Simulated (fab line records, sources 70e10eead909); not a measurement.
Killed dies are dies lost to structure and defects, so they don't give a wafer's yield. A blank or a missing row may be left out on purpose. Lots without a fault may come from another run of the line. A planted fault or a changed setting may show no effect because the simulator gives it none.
A struck lot beside a sound one | flow nand_harc | 14 steps out of a route of 1302
Sound: wafers L583.2, L583.4, L583.5. Struck: wafers L588.1, L588.4, L588.5. The cause comes at the end.
At each step with rows: each side's tool, then ch and its chambers, then its first start. Under that, the readings that differ: sound wafers | struck wafers | difference of the means | sigmas: that difference in standard deviations of wafers without a fault.
alike: readings whose means differ by less than 2 such deviations, and words and numbers that are the same on both sides. not compared: withheld readings, readings that some wafer has no value for, bounds like >300 that may hide the same value, and numbers for which the record gives no deviation and whose values overlap.
The two part at a step that has a row with sigmas, a row that says differs or no value, or rows on one side only. Numbers that don't overlap but have no deviation are shown without sigmas and don't part them. A reading that every wafer of one side lacks parts them only if that side has two wafers or more.

first, 8 steps without rows for these wafers: NHARC_A_STAIRCASE_HMDS_210 (time 30 s); NHARC_A_STAIRCASE_COAT_211; NHARC_A_STAIRCASE_SOFTBAKE_212 (time 170 s); NHARC_A_STAIRCASE_EBR_213; NHARC_A_STAIRCASE_EXPOSE_214 (exposes mask STAIR 3); NHARC_A_STAIRCASE_PEB_215 (peb time 130 s); NHARC_A_STAIRCASE_DEVELOP_216 (time 140 s); NHARC_A_STAIRCASE_HARDBAKE_218 (time 140 s).
NHARC_A_STAIRCASE_DESCUM_219: chemistry O2, time 3 s.
  sound on rie_diel-11 ch 1,3, day 18 14:03; struck on rie_diel-11 ch 0,1, day 21 08:05
  alike: drypump_motor_current_A, oes_product_au, rf_vpp_V, showerhead_plenum_p_Torr, throttle_valve_pct
  not compared: rf_hours_counter_h
NHARC_A_STAIRCASE_TRIM_220: chemistry O2, time 211.2 s.
  sound on rie_diel-11 ch 1,2, day 18 14:11; struck on rie_diel-11 ch 0,1,3, day 21 08:12
  alike: drypump_motor_current_A, oes_product_au, rf_vpp_V, run_length_s, showerhead_plenum_p_Torr, throttle_valve_pct
  not compared: rf_hours_counter_h
NHARC_A_STAIRCASE_ETCH_221: etches the open film in C4F8/O2, target depth 100 nm, time 40.5 s.
  sound on rie_diel-11 ch 0,2; struck on rie_diel-11 ch 0,1
  alike: oes_product_au, rf_vpp_V
  not compared: rf_hours_counter_h
NHARC_A_STAIRCASE_TRIM_222: chemistry O2, time 211.2 s.
  sound on rie_diel-11 ch 0,1,3, day 18 14:28; struck on rie_diel-11 ch 1,3, day 21 08:24
  reading                | sound                | struck               | difference | sigmas
  run_length_s (s)       | 231.8 232.1 233.2    | 376.1 377.6 377.6    | +144.7     | +99 or more
  throttle_valve_pct (%) | 17.048 17.037 17.047 | 17.035 17.029 17.014 | -0.018     | -2
  alike: drypump_motor_current_A, oes_product_au, rf_vpp_V, showerhead_plenum_p_Torr
  not compared: rf_hours_counter_h
NHARC_A_STAIRCASE_ETCH_223: etches the open film in C4F8/O2, target depth 100 nm, time 40.5 s.
  sound on rie_diel-11 ch 1,2,3; struck on rie_diel-11 ch 2,3
  alike: oes_product_au, rf_vpp_V
  not compared: rf_hours_counter_h
-- the record jumps here: 8 days lie between the struck wafers' starts before and after (it left off in module A_STAIRCASE and takes up again in module END, whose first step shown is number 1302 of the route) --
NHARC_END_SORT_01:
  sound on prober-02 ch 0, day 26 22:00; struck on prober-01 ch 0, day 29 18:07
  reading         | sound    | struck                                                               | difference                   | sigmas
  hold            | - - -    | await_dispo/6.8h/scrap await_dispo/6.8h/scrap await_dispo/6.8h/scrap | no value on the sound wafers |
  killed_at_array | 63 64 61 | 669 670 673                                                          | +608                         | +30
  killed_dies     | 73 67 65 | 677 677 677                                                          | +609                         | +30
  alike: killed_at_other, killed_at_periphery, killed_open, killed_short

WHERE THEY PART
First at NHARC_A_STAIRCASE_TRIM_222; last, within this record, at NHARC_END_SORT_01.

WHY: what the simulator had put in
Process parameter drift: rie_diel-11, from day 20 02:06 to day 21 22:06, at NHARC_A_STAIRCASE_TRIM_222. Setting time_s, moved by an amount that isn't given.
